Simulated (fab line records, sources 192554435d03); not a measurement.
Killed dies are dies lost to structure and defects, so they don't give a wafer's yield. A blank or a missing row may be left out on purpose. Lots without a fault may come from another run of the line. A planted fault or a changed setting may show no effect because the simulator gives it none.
fab line records | flow n5_finfet
record lots=12 wafers=36 last_day=18
route steps=1938 shown ILD0@335 SDB@349 PASSIVATION@1936
lots that met no fault: from a run of the same line without faults
start_h: hours from the record's first day to the start of the lot's first wafer shown | wait_h: hours since the lot's step before | " the same as in the row above | L1.1+2: a row that stands for several wafers | - no value, or no start given | * or withheld: withheld | < > ~ a bound
route shown NAME@n: a module of which the file shows steps, and the number in the route of the first | usual: mean/standard deviation of fault-free wafers | same: alike in all rows | chamber/n: place in a boat | sites: the reading at each site | _std_site: their standard deviation | _edge_site: outer sites' mean less inner sites' | radius_mm: how far each site lies from the wafer's centre | mask NAME#n: copy n | behind: the tool/chamber that last shaped the wafer | hold: why the lot was held/for how many hours/how that ended | device: the transistor (n, p or np) that didn't switch | end of line: the same wafers' tests at the end of the route | a step without rows: its recipe alone | killed: dies lost to structure and defects at the first sort, not the wafer's yield | map: a wafer's dies, x killed, . not, _ none there
set.NAME: the setting as run; set.NAME@STEP: as run at that earlier step | model.NAME: the simulator's own value behind a step, which no gauge read
steps of the route over a sample of lots; a table a step, a row a wafer
services: from which hour (start_h, from the record's first day; less than 0 if before it) a tool's chamber was out of use, for how many hours, and why
## steps
# step N5_ILD0_LINER_00
# recipe material=SiNx target_thk_a=40 temp_c=400 ald_precursor_family=SiH2I2 ald_co_reactant=N2/H2-plasma pulse_time_s=1 purge_time_s=2 co_reactant_purge_time_s=2 ald_cycles=80 pressure_torr=2
# usual heater_power_w=855/130 precursor_pulse_height_rel=1.002/0.019
# columns lot.wafer tool chamber start_h wait_h heater_power_w precursor_pulse_height_rel
L761.2 ald_sin-01 0 76.73 0.0 710 0.971
L761.5 " 3 " " 1087 1.017
L761.6 " 0 " " 719 1.034
L762.1 ald_sin-02 3 84.13 0.2 995 0.998
L762.3 " 2 " " 1046 0.989
L762.4 " 0 " " 863 1.034
L763.2 ald_sin-04 3 89.33 0.1 758 0.985
L763.5 " 1 " " 999 0.993
L763.6 " 0 " " 810 1.009
L764.2 ald_sin-04 1 96.49 2.1 1035 0.987
L764.3 " 3 " " 744 1.014
L764.4 " 0 " " 797 1.011
L767.1 ald_sin-04 3 112.61 0.1 735 1.031
L767.2 " 0 " " 791 1.031
L767.3 " 1 " " 977 0.967
L771.1 ald_sin-04 0 137.40 0.3 790 0.957
L771.3 " 2 " " 981 0.995
L771.4 " 0 " " 801 0.988
L772.3 ald_sin-02 0 144.81 0.0 862 1.011
L772.5 " 2 " " 1069 0.995
L772.6 " 1 " " 733 0.984
L775.2 ald_sin-02 3 160.33 0.0 1005 1.005
L775.3 " 2 " " 1067 1.012
L775.6 " 0 " " 863 0.972
L776.3 ald_sin-02 2 167.83 0.0 1061 0.954
L776.4 " 3 " " 1002 1.018
L776.5 " 2 " " 1051 1.006
L777.1 ald_sin-01 3 172.80 0.5 987 1.023
L777.3 " 0 " " 749 0.984
L777.6 " 3 " " 1017 1.036
L778.1 ald_sin-01 1 179.99 0.1 709 1.000
L778.2 " 2 " " 798 1.006
L778.5 " 1 " " 705 1.018
L780.4 ald_sin-01 2 190.58 1.6 820 1.028
L780.5 " 2 " " 794 0.990
L780.6 " 3 " " 1009 1.011
# step N5_ILD0_ALD_15
# recipe material=SiNx target_thk_a=240 temp_c=400 ald_precursor_family=SiH2I2 ald_co_reactant=N2/H2-plasma pulse_time_s=1 ald_cycles=480 purge_time_s=2 co_reactant_purge_time_s=2 pressure_torr=2
# usual heater_power_w=874/130 precursor_pulse_height_rel=1.001/0.018
# columns lot.wafer tool chamber start_h wait_h heater_power_w precursor_pulse_height_rel
L761.2 ald_sin-01 2 80.43 0.5 824 0.997
L761.5 " 0 81.52 1.2 715 0.988
L761.6 " 3 " " 1089 1.000
L762.1 ald_sin-02 0 87.83 0.6 887 0.993
L762.3 " 3 " " 989 1.010
L762.4 " 1 " " 754 1.008
L763.2 ald_sin-04 1 94.13 1.6 1023 0.992
L763.5 " 0 95.22 2.3 788 0.978
L763.6 " 1 " " 987 0.984
L764.2 ald_sin-04 1 100.21 0.5 1003 1.020
L764.3 " 2 " " 998 1.014
L764.4 " 1 101.30 1.3 1033 0.993
L767.1 ald_sin-02 3 116.31 0.6 1013 1.026
L767.2 " 0 " " 867 0.995
L767.3 " 1 " " 728 1.012
L771.1 ald_sin-04 0 141.11 0.6 804 0.994
L771.3 " 2 " " 1001 1.026
L771.4 " 0 142.19 1.3 790 0.978
L772.3 ald_sin-02 0 149.19 0.7 871 1.004
L772.5 " 1 150.28 1.3 741 0.989
L772.6 " 0 " " 856 1.007
L775.2 ald_sin-04 0 164.54 0.5 803 0.964
L775.3 " 1 " " 1019 1.019
L775.6 " 2 165.62 1.1 968 0.944
L776.3 ald_sin-04 2 171.54 0.4 1020 1.002
L776.4 " 0 " " 813 1.026
L776.5 " 1 172.62 1.2 1012 0.989
L777.1 ald_sin-04 2 176.50 0.6 995 1.020
L777.3 " 3 " " 730 1.016
L777.6 " 1 177.58 1.1 1039 1.007
L778.1 ald_sin-02 3 184.78 1.6 1012 1.015
L778.2 " 1 " " 733 0.986
L778.5 " 3 185.87 2.2 1026 0.994
L780.4 ald_sin-01 3 194.68 0.2 1019 1.058
L780.5 " 1 195.76 1.2 706 0.997
L780.6 " 0 " " 729 1.015
# step N5_SDB_COAT_04
# recipe resist=SiARC temp_c=220 time_s=60 spin_rpm=1500 resist_thk_nm=18
# usual heater_power_total_W=427.5/2.3 run_length_s=66.50/0.12
# columns lot.wafer tool chamber start_h wait_h heater_power_total_W run_length_s
L761.2 litho_track-03 0 83.08 - 430.4 66.67
L761.5 " 0 " " 424.0 66.47
L761.6 " 0 " " 429.3 66.44
L762.1 litho_track-04 0 90.47 - 426.8 66.37
L762.3 " 0 " " 429.3 66.44
L762.4 " 0 " " 427.1 66.66
L763.2 litho_track-03 0 96.77 - 424.8 66.61
L763.5 " 0 " " 425.4 66.41
L763.6 " 0 " " 429.4 66.52
L764.2 litho_track-04 0 102.88 - 429.3 66.47
L764.3 " 0 " " 424.2 66.45
L764.4 " 0 " " 429.5 66.38
L767.1 litho_track-03 0 118.95 - 424.8 66.46
L767.2 " 0 " " 425.2 66.69
L767.3 " 0 " " 424.3 66.77
L771.1 litho_track-04 0 143.75 - 460.4 59.38
L771.3 " 0 " " 459.1 59.41
L771.4 " 0 " " 462.2 59.09
L772.3 litho_track-04 0 151.83 - 458.3 59.22
L772.5 " 0 " " 458.4 59.19
L772.6 " 0 " " 461.7 59.23
L775.2 litho_track-03 0 167.18 - 431.0 66.42
L775.3 " 0 " " 424.5 66.54
L775.6 " 0 " " 429.0 66.57
L776.3 litho_track-05 0 174.18 - 431.0 66.41
L776.4 " 0 " " 430.7 66.40
L776.5 " 0 " " 425.2 66.47
L777.1 litho_track-05 0 179.14 - 428.4 66.76
L777.3 " 0 " " 429.9 66.33
L777.6 " 0 " " 424.4 66.54
L778.1 litho_track-03 0 187.42 - 429.3 66.65
L778.2 " 0 " " 424.8 66.71
L778.5 " 0 " " 424.5 66.43
L780.4 litho_track-05 0 197.32 - 424.6 66.51
L780.5 " 0 " " 429.8 66.54
L780.6 " 0 " " 427.1 66.32
# step N5_SDB_OVL_MEAS_12
# recipe points_per_wafer=44
# usual SDB_OVL=0.2/0.81
# columns lot.wafer tool chamber start_h wait_h SDB_OVL[nm]
L761.2 overlay-01 0 83.47 0.0 0.4
L761.5 " 0 " " 0.1
L761.6 " 0 " " 0.4
L762.1 overlay-02 0 90.74 0.0 1.1
L762.3 " 0 " " 0.0
L762.4 " 0 " " 1.6
L763.2 overlay-01 0 97.17 0.0 -0.1
L763.5 " 0 " " -0.1
L763.6 " 0 " " 0.7
L764.2 overlay-02 0 103.15 0.0 -0.4
L764.3 " 0 " " 0.6
L764.4 " 0 " " -0.8
L767.1 overlay-01 0 119.35 0.0 -0.8
L767.2 " 0 " " -0.5
L767.3 " 0 " " 0.2
L771.1 overlay-01 0 144.14 0.0 -0.4
L771.3 " 0 " " 0.5
L771.4 " 0 " " -0.2
L772.3 overlay-01 0 152.23 0.0 -0.4
L772.5 " 0 " " 0.8
L772.6 " 0 " " -0.4
L775.2 overlay-01 0 167.58 0.0 0.8
L775.3 " 0 " " 1.3
L775.6 " 0 " " 1.1
L776.3 overlay-02 0 174.58 0.0 0.4
L776.4 " 0 " " 0.6
L776.5 " 0 " " -0.2
L777.1 overlay-01 0 179.54 0.0 -0.6
L777.3 " 0 " " 0.9
L777.6 " 0 " " 0.7
L778.1 overlay-01 0 187.69 0.0 1.0
L778.2 " 0 " " 1.3
L778.5 " 0 " " -0.1
L780.4 overlay-01 0 197.72 0.0 1.3
L780.5 " 0 " " 0.8
L780.6 " 0 " " 1.3
# step N5_PASSIVATION_PROBE_49
# usual killed_at_M0_to_M3=34/9.9 killed_at_M4_up=14/5.7 killed_at_contacts=13/6.3 killed_at_front_end=39/9.9 killed_at_other=3.7/2.8 killed_dies=104/15 killed_on_rim=14/3.8 killed_open=68/12 killed_short=34/6.7
# same gross_dies=1180 killed_at_back_side=0
# columns lot.wafer tool chamber start_h wait_h killed_at_M0_to_M3 killed_at_M4_up killed_at_contacts killed_at_front_end killed_at_other killed_dies killed_on_rim killed_open killed_short
L761.2 prober-02 - 303.35 0.1 38 10 16 43 5 112 12 73 37
L761.5 prober-02 - 303.50 0.2 36 10 20 63 3 132 18 87 44
L761.6 prober-02 - 303.55 0.3 49 12 23 48 8 140 21 90 46
L763.2 prober-01 - 307.96 0.1 28 13 16 52 4 113 13 79 32
L763.5 prober-01 - 308.11 0.2 36 10 14 47 3 110 17 73 28
L763.6 prober-01 - 308.16 0.3 33 7 26 46 7 119 14 81 34
L764.2 prober-01 - 318.28 0.1 37 16 15 24 2 94 10 66 28
L764.3 prober-01 - 318.33 0.1 31 29 8 28 4 100 15 72 26
L764.4 prober-01 - 318.38 0.2 37 15 8 34 0 94 13 68 25
L762.1 prober-02 - 356.56 0.0 37 8 16 40 3 104 18 72 32
L762.3 prober-02 - 356.66 0.1 38 8 17 44 3 110 12 64 45
L762.4 prober-02 - 356.71 0.2 62 9 30 45 6 152 21 104 44
L767.1 prober-02 - 358.10 0.0 41 6 6 46 1 100 14 59 38
L767.2 prober-02 - 358.15 0.1 31 10 7 34 5 87 18 51 27
L767.3 prober-02 - 358.20 0.1 25 8 12 40 0 85 5 47 35
L771.1 prober-02 - 382.10 0.0 26 19 24 35 2 106 13 65 39
L771.3 prober-02 - 382.20 0.1 30 18 11 34 2 95 11 57 34
L771.4 prober-02 - 382.25 0.2 28 15 23 44 5 115 15 66 45
L777.1 prober-01 - 400.45 0.0 46 13 12 21 5 97 12 67 28
L777.3 prober-01 - 400.55 0.1 42 10 11 25 4 92 12 55 37
L777.6 prober-01 - 400.70 0.3 28 11 9 40 3 91 14 55 36
L772.3 prober-01 - 410.68 0.1 36 12 9 35 4 96 12 68 26
L772.5 prober-01 - 410.78 0.2 28 12 24 24 6 94 15 61 32
L772.6 prober-01 - 410.83 0.3 50 8 13 28 1 100 20 63 36
L775.2 prober-01 - 416.74 0.1 34 16 10 37 3 100 10 64 36
L775.3 prober-01 - 416.79 0.1 21 13 25 38 5 102 14 64 33
L775.6 prober-01 - 416.94 0.3 30 19 12 36 2 99 13 69 30
L778.1 prober-01 - 418.89 0.0 27 17 18 31 0 93 13 70 21
L778.2 prober-01 - 418.94 0.1 25 22 26 32 8 113 17 87 25
L778.5 prober-01 - 419.09 0.2 25 14 13 26 3 81 13 59 20
L776.3 prober-01 - 422.77 0.1 30 9 9 34 1 83 13 55 26
L776.4 prober-01 - 422.82 0.2 38 18 11 42 4 113 13 64 48
L776.5 prober-01 - 422.87 0.2 38 18 15 31 5 107 13 67 36
L780.4 prober-01 - 430.84 0.2 44 16 11 29 2 102 11 68 29
L780.5 prober-01 - 430.89 0.2 33 16 26 31 0 106 21 78 26
L780.6 prober-01 - 430.94 0.3 28 18 6 44 2 98 8 61 28
# killed by level:class
L761.2 BEOL_M0_SAQP:geometric_particle:open=14 FIN_SAQP:geometric_particle:open=12 MOL_CONTACT_COAG:geometric_particle:open=11 BEOL_M0_SAQP:geometric_particle:short=10 BEOL_M1:geometric_particle:open=7 FIN_SAQP:geometric_particle:short=6 STI_FIN_REVEAL:geometric_particle:open=5 MOL_CONTACT_COAG:geometric_particle:short=5
L761.5 FIN_SAQP:geometric_particle:open=30 FIN_SAQP:geometric_particle:short=16 MOL_CONTACT_COAG:geometric_particle:open=16 BEOL_M0_SAQP:geometric_particle:open=15 BEOL_M0_SAQP:geometric_particle:short=11 BEOL_M1:geometric_particle:open=5 DUMMY_GATE:geometric_particle:open=4 MOL_CONTACT_COAG:geometric_particle:short=4
L761.6 BEOL_M0_SAQP:geometric_particle:open=22 MOL_CONTACT_COAG:geometric_particle:open=20 BEOL_M0_SAQP:geometric_particle:short=13 FIN_SAQP:geometric_particle:open=11 FIN_SAQP:geometric_particle:short=5 STARTING-WAFER:geometric_particle:open=5 BEOL_M1:geometric_particle:open=5 DUMMY_GATE:geometric_particle:open=4
L763.2 STI_FIN_REVEAL:geometric_particle:open=16 MOL_CONTACT_COAG:geometric_particle:open=12 BEOL_M2:geometric_particle:open=12 BEOL_M4:geometric_particle:open=7 FIN_SAQP:geometric_particle:open=6 DUMMY_GATE:geometric_particle:open=6 STI_FIN_REVEAL:geometric_particle:short=6 ILD0:geometric_particle:open=4
L763.5 MOL_CONTACT_COAG:geometric_particle:open=13 STI_FIN_REVEAL:geometric_particle:open=12 BEOL_M0_SAQP:geometric_particle:short=10 BEOL_M0_SAQP:geometric_particle:open=8 FIN_SAQP:geometric_particle:open=7 BEOL_M3:geometric_particle:open=7 BEOL_M2:geometric_particle:open=6 STARTING-WAFER:geometric_particle:open=5
L763.6 MOL_CONTACT_COAG:geometric_particle:open=20 STI_FIN_REVEAL:geometric_particle:open=17 FIN_SAQP:geometric_particle:open=7 MOL_CONTACT_COAG:geometric_particle:short=6 BEOL_M0_SAQP:geometric_particle:short=5 BEOL_M0_SAQP:geometric_particle:open=5 BEOL_M1:geometric_particle:open=5 BEOL_M3:geometric_particle:open=5
L764.2 MOL_CONTACT_COAG:geometric_particle:open=12 BEOL_M0_SAQP:geometric_particle:short=9 BEOL_M3:geometric_particle:open=8 BEOL_M2:geometric_particle:open=8 BEOL_M4:geometric_particle:open=8 BEOL_M0_SAQP:geometric_particle:open=7 FIN_SAQP:geometric_particle:open=5 STI_FIN_REVEAL:geometric_particle:open=5
L764.3 BEOL_M4:geometric_particle:open=15 BEOL_M2:geometric_particle:open=13 FIN_SAQP:geometric_particle:open=9 BEOL_M4:geometric_particle:short=6 MOL_CONTACT_COAG:geometric_particle:open=6 BEOL_M3:geometric_particle:open=6 BEOL_M8:geometric_particle:open=5 STARTING-WAFER:geometric_particle:open=4
L764.4 BEOL_M2:geometric_particle:open=18 FIN_SAQP:geometric_particle:open=10 FIN_SAQP:geometric_particle:short=9 MOL_CONTACT_COAG:geometric_particle:open=7 BEOL_M3:geometric_particle:open=5 BEOL_M0_SAQP:geometric_particle:short=4 BEOL_M1:geometric_particle:open=4 BEOL_M5:geometric_particle:open=4
L762.1 MOL_CONTACT_COAG:geometric_particle:open=15 FIN_SAQP:geometric_particle:open=10 BEOL_M0_SAQP:geometric_particle:open=10 FIN_SAQP:geometric_particle:short=8 BEOL_M0_SAQP:geometric_particle:short=8 BEOL_M1:geometric_particle:open=8 BEOL_M2:geometric_particle:open=5 STI_FIN_REVEAL:geometric_particle:open=4
L762.3 MOL_CONTACT_COAG:geometric_particle:open=14 BEOL_M0_SAQP:geometric_particle:short=13 STI_FIN_REVEAL:geometric_particle:open=11 GATE_CUT:geometric_particle:short=8 FIN_SAQP:geometric_particle:open=7 BEOL_M0_SAQP:geometric_particle:open=7 BEOL_M1:geometric_particle:open=5 FIN_SAQP:geometric_particle:short=4
L762.4 MOL_CONTACT_COAG:geometric_particle:open=25 BEOL_M3:geometric_particle:open=15 STI_FIN_REVEAL:geometric_particle:open=14 BEOL_M0_SAQP:geometric_particle:open=14 BEOL_M0_SAQP:geometric_particle:short=13 BEOL_M2:geometric_particle:open=10 STARTING-WAFER:geometric_particle:open=6 DUMMY_GATE:geometric_particle:open=5
L767.1 FIN_SAQP:geometric_particle:short=13 FIN_SAQP:geometric_particle:open=12 BEOL_M0_SAQP:geometric_particle:short=11 BEOL_M3:geometric_particle:open=11 BEOL_M0_SAQP:geometric_particle:open=7 BEOL_M2:geometric_particle:open=6 STI_FIN_REVEAL:geometric_particle:open=6 DUMMY_GATE:geometric_particle:open=3
L767.2 FIN_SAQP:geometric_particle:open=11 BEOL_M0_SAQP:geometric_particle:short=8 MOL_CONTACT_COAG:geometric_particle:open=5 BEOL_M0:geometric_particle:open=5 STARTING-WAFER:geometric_particle:open=5 FIN_SAQP:geometric_particle:short=4 BEOL_M0_SAQP:geometric_particle:open=4 BEOL_M3:geometric_particle:short=4
L767.3 FIN_SAQP:geometric_particle:short=14 MOL_CONTACT_COAG:geometric_particle:open=10 BEOL_M3:geometric_particle:open=9 FIN_SAQP:geometric_particle:open=5 STI_FIN_REVEAL:geometric_particle:open=5 BEOL_M0_SAQP:geometric_particle:short=4 DUMMY_GATE:geometric_particle:short=3 DUMMY_GATE:geometric_particle:open=3
L771.1 MOL_CONTACT_COAG:geometric_particle:open=20 BEOL_M0_SAQP:geometric_particle:short=13 BEOL_M4:geometric_particle:open=10 STI_FIN_REVEAL:geometric_particle:open=7 GATE_CUT:geometric_particle:open=4 GATE_CUT:geometric_particle:short=4 MOL_CONTACT_COAG:geometric_particle:short=4 BEOL_M0_SAQP:geometric_particle:open=4
L771.3 BEOL_M0_SAQP:geometric_particle:open=10 MOL_CONTACT_COAG:geometric_particle:open=8 FIN_SAQP:geometric_particle:short=7 BEOL_M4:geometric_particle:open=7 STI_FIN_REVEAL:geometric_particle:open=5 BEOL_M0_SAQP:geometric_particle:short=5 BEOL_M3:geometric_particle:open=5 GATE_CUT:geometric_particle:short=4
L771.4 MOL_CONTACT_COAG:geometric_particle:open=18 STI_FIN_REVEAL:geometric_particle:open=14 FIN_SAQP:geometric_particle:short=12 BEOL_M0_SAQP:geometric_particle:short=6 BEOL_M4:geometric_particle:open=6 MOL_CONTACT_COAG:geometric_particle:short=5 BEOL_M3:geometric_particle:open=5 BEOL_M0_SAQP:geometric_particle:open=4
L777.1 BEOL_M2:geometric_particle:open=15 MOL_CONTACT_COAG:geometric_particle:open=9 BEOL_M3:geometric_particle:open=7 BEOL_M0_SAQP:geometric_particle:open=6 BEOL_M5:geometric_particle:open=6 BEOL_M0_SAQP:geometric_particle:short=5 BEOL_M2:geometric_particle:short=5 STI_FIN_REVEAL:geometric_particle:open=4
L777.3 BEOL_M1:geometric_particle:open=12 FIN_SAQP:geometric_particle:short=11 BEOL_M0_SAQP:geometric_particle:short=11 MOL_CONTACT_COAG:geometric_particle:open=9 BEOL_M2:geometric_particle:open=7 BEOL_M0_SAQP:geometric_particle:open=4 BEOL_M3:geometric_particle:open=4 FIN_SAQP:geometric_particle:open=3
L777.6 FIN_SAQP:geometric_particle:short=11 STI_FIN_REVEAL:geometric_particle:open=7 MOL_CONTACT_COAG:geometric_particle:open=7 BEOL_M0_SAQP:geometric_particle:short=6 BEOL_M4:geometric_particle:open=6 FIN_SAQP:geometric_particle:open=5 BEOL_M0_SAQP:geometric_particle:open=5 BEOL_M1:geometric_particle:open=5
L772.3 BEOL_M2:geometric_particle:open=10 BEOL_M4:geometric_particle:open=7 MOL_CONTACT_COAG:geometric_particle:open=7 STI_FIN_REVEAL:geometric_particle:open=6 DUMMY_GATE:geometric_particle:open=6 BEOL_M3:geometric_particle:open=6 FIN_SAQP:geometric_particle:open=5 BEOL_M0:geometric_particle:open=5
L772.5 MOL_CONTACT_COAG:geometric_particle:open=17 BEOL_M0_SAQP:geometric_particle:short=9 MOL_CONTACT_COAG:geometric_particle:short=7 BEOL_M0_SAQP:geometric_particle:open=7 STI_FIN_REVEAL:geometric_particle:open=6 BEOL_M4:geometric_particle:open=6 FIN_SAQP:geometric_particle:open=5 FIN_SAQP:geometric_particle:short=4
L772.6 BEOL_M0_SAQP:geometric_particle:short=17 MOL_CONTACT_COAG:geometric_particle:open=13 BEOL_M2:geometric_particle:open=9 BEOL_M3:geometric_particle:open=8 BEOL_M0_SAQP:geometric_particle:open=7 BEOL_M4:geometric_particle:open=6 FIN_SAQP:geometric_particle:open=5 FIN_SAQP:geometric_particle:short=5
L775.2 BEOL_M0_SAQP:geometric_particle:open=11 FIN_SAQP:geometric_particle:open=10 GATE_CUT:geometric_particle:short=10 BEOL_M0_SAQP:geometric_particle:short=10 MOL_CONTACT_COAG:geometric_particle:open=9 BEOL_M2:geometric_particle:open=7 BEOL_M4:geometric_particle:open=5 STARTING-WAFER:geometric_particle:open=5
L775.3 MOL_CONTACT_COAG:geometric_particle:open=21 GATE_CUT:geometric_particle:open=7 FIN_SAQP:geometric_particle:open=6 BEOL_M2:geometric_particle:open=6 GATE_CUT:geometric_particle:short=5 BEOL_M3:geometric_particle:open=5 FIN_SAQP:geometric_particle:short=4 SPACER0:geometric_particle:short=4
L775.6 MOL_CONTACT_COAG:geometric_particle:open=10 BEOL_M2:geometric_particle:open=9 BEOL_M0_SAQP:geometric_particle:open=8 FIN_SAQP:geometric_particle:short=7 BEOL_M3:geometric_particle:open=7 BEOL_M4:geometric_particle:open=7 STI_FIN_REVEAL:geometric_particle:open=6 GATE_CUT:geometric_particle:short=6
L778.1 MOL_CONTACT_COAG:geometric_particle:open=18 BEOL_M4:geometric_particle:open=8 BEOL_M0_SAQP:geometric_particle:open=7 BEOL_M2:geometric_particle:open=6 FIN_SAQP:geometric_particle:short=5 GATE_CUT:geometric_particle:open=5 BEOL_M0_SAQP:geometric_particle:short=5 STI_FIN_REVEAL:geometric_particle:open=4
L778.2 MOL_CONTACT_COAG:geometric_particle:open=24 BEOL_M4:geometric_particle:open=14 FIN_SAQP:geometric_particle:open=7 DUMMY_GATE:geometric_particle:open=5 GATE_CUT:geometric_particle:open=5 BEOL_M0_SAQP:geometric_particle:open=5 BEOL_M2:geometric_particle:open=5 PASS1_DEP:geometric_particle:short=4
L778.5 STI_FIN_REVEAL:geometric_particle:open=10 MOL_CONTACT_COAG:geometric_particle:open=8 BEOL_M3:geometric_particle:open=7 BEOL_M4:geometric_particle:open=7 MOL_CONTACT_COAG:geometric_particle:short=5 FIN_SAQP:geometric_particle:open=4 BEOL_M0_SAQP:geometric_particle:open=4 BEOL_M1:geometric_particle:open=4
L776.3 BEOL_M3:geometric_particle:open=10 STI_FIN_REVEAL:geometric_particle:open=9 MOL_CONTACT_COAG:geometric_particle:open=8 BEOL_M0_SAQP:geometric_particle:short=8 GATE_CUT:geometric_particle:short=7 DUMMY_GATE:geometric_particle:open=5 FIN_SAQP:geometric_particle:short=4 BEOL_M2:geometric_particle:open=4
L776.4 BEOL_M2:geometric_particle:open=10 FIN_SAQP:geometric_particle:short=9 GATE_CUT:geometric_particle:short=9 BEOL_M4:geometric_particle:open=9 MOL_CONTACT_COAG:geometric_particle:open=8 BEOL_M0_SAQP:geometric_particle:short=7 BEOL_M0_SAQP:geometric_particle:open=6 DUMMY_GATE:geometric_particle:open=4
L776.5 STI_FIN_REVEAL:geometric_particle:open=11 BEOL_M0_SAQP:geometric_particle:open=11 MOL_CONTACT_COAG:geometric_particle:open=11 BEOL_M0_SAQP:geometric_particle:short=9 BEOL_M1:geometric_particle:open=6 BEOL_M2:geometric_particle:open=5 BEOL_M4:geometric_particle:open=4 GATE_CUT:geometric_particle:short=4
L780.4 BEOL_M0_SAQP:geometric_particle:open=12 STI_FIN_REVEAL:geometric_particle:open=8 MOL_CONTACT_COAG:geometric_particle:open=8 BEOL_M0_SAQP:geometric_particle:short=7 BEOL_M2:geometric_particle:open=7 BEOL_M4:geometric_particle:open=7 DUMMY_GATE:geometric_particle:open=5 BEOL_M2:geometric_particle:short=5
L780.5 MOL_CONTACT_COAG:geometric_particle:open=16 BEOL_M1:geometric_particle:open=14 MOL_CONTACT_COAG:geometric_particle:short=10 STI_FIN_REVEAL:geometric_particle:open=9 BEOL_M2:geometric_particle:open=6 BEOL_M3:geometric_particle:open=6 BEOL_M4:geometric_particle:open=5 FIN_SAQP:geometric_particle:open=4
L780.6 STI_FIN_REVEAL:geometric_particle:open=9 BEOL_M1:geometric_particle:open=7 BEOL_M3:geometric_particle:open=6 HKMG_FIN:area_etch=6 BEOL_M0_SAQP:geometric_particle:open=5 BEOL_M4:geometric_particle:open=5 FIN_SAQP:geometric_particle:open=4 DUMMY_GATE:geometric_particle:open=4
## services
# columns tool chamber start_h hours kind
ald_sin-02 0 58.07 9.3 repair
ald_sin-01 - 85.90 14.0 pm
ald_sin-01 0 85.90 14.0 vent_cycle
ald_sin-01 1 85.90 14.0 vent_cycle
ald_sin-01 2 85.90 14.0 vent_cycle
ald_sin-01 3 85.90 14.0 vent_cycle
ald_sin-01 0 99.90 - clean
ald_sin-01 1 99.90 - clean
ald_sin-01 2 99.90 - clean
ald_sin-01 3 99.90 - clean
ald_sin-04 3 100.14 9.7 repair
ald_sin-04 - 174.50 0.8 pm
ald_sin-04 - 178.67 14.0 pm
ald_sin-04 0 178.67 14.0 vent_cycle
ald_sin-04 1 178.67 14.0 vent_cycle
ald_sin-04 2 178.67 14.0 vent_cycle
ald_sin-04 3 178.67 14.0 vent_cycle
ald_sin-04 0 192.67 - clean
ald_sin-04 1 192.67 - clean
ald_sin-04 2 192.67 - clean
ald_sin-04 3 192.67 - clean
## key
first_sign step=N5_SDB_COAT_04 reading=run_length_s direction=down sigmas=59 usual=* struck=*
effect step=N5_SDB_COAT_04 reading=heater_power_total_W direction=up sigmas=14 usual=* struck=*
met_at N5_SDB_COAT_04
struck_lots L771,L772
tester_left_out L771,L772
not_acting_at N5_ILD0_LINER_00,N5_ILD0_ALD_15,N5_SDB_OVL_MEAS_12
onset_between 102.88 143.75
fault kind=process_parameter_drift tool=litho_track-04 chamber=- onset_h=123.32 steps=N5_SDB_COAT_04 channel=time_s offset=* shape=step end_h=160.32 acts_in=* stated=*
# tester_left_out: of these lots the tester's yield and bins aren't shown, on N5 and GAA mostly nor the transistor test; their killed dies are dies lost to structure and defects alone, not to doping, threshold or leakage, so they don't give the yield
